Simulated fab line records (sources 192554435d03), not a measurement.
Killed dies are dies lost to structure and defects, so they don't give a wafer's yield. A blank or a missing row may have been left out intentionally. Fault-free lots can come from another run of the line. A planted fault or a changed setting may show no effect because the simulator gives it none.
Which of the tools did it? | flow n5-finfet | 33 wafers sampled from 11 lots at 1 step of a route of 1938

== WHAT EACH GAUGE READ, for each wafer ==
N5_BEOL_M13_CD_MEAS_17: target cd 190 nm. Usual: cd-nm at 190.4 nm, with a standard deviation of 1.5.
lot  | measured     | on        | cd-nm (nm)        | flag
L729 | day 11 03:07 | cd-sem-02 | 188.4 188.4 190.0 |
L733 | day 11 19:01 | cd-sem-01 | 190.1 191.0 190.2 |
L738 | day 12 15:14 | cd-sem-02 | 189.6 191.4 190.5 |
L736 | day 12 16:34 | cd-sem-01 | 191.5 190.4 189.1 |
L737 | day 12 22:23 | cd-sem-01 | 189.9 190.5 189.7 |
L735 | day 13 07:05 | cd-sem-03 | 193.7 191.3 192.5 |
L739 | day 13 13:11 | cd-sem-01 | 192.7 190.7 192.2 |
L741 | day 13 22:46 | cd-sem-03 | 190.1 191.1 189.7 |
L746 | day 14 22:17 | cd-sem-02 | 190.5 188.4 189.0 |
L749 | day 15 17:19 | cd-sem-03 | 191.3 190.9 193.4 |
L752 | day 16 08:04 | cd-sem-02 | 190.2 190.1 189.6 |

== EACH LOT AND THE TOOL THAT RAN IT (in order: tool; ch and the chambers of the sampled wafers; start) ==
Before these readings, the record contains no process step.

== WHAT THE TOOLS THEMSELVES READ (means of the sampled wafers that have a number; where no wafer has one, the mark that the record gives instead) ==
The record holds no such reading with a usual standard deviation.

== THE ANSWER, worked out from the rows above alone ==
Rule: take the mean of a lot's wafers that have a number; if it is more than 3 standard deviations from the usual mean, the lot is off. A lot without any number at a reading at which 4 lots or more have one is off too. The other lots that the step has rows for count as sound. The gauges are gone through in route order, then the tools' own readings, and for those a lot's mean is taken as printed above. The first step at which some lot is off is used, and at that step the reading that is off furthest; a lot without a number counts as furthest.
No lot is off at any reading shown: from this, nothing can be told.

== WHAT HAD BEEN PUT IN BY THE SIMULATOR ==
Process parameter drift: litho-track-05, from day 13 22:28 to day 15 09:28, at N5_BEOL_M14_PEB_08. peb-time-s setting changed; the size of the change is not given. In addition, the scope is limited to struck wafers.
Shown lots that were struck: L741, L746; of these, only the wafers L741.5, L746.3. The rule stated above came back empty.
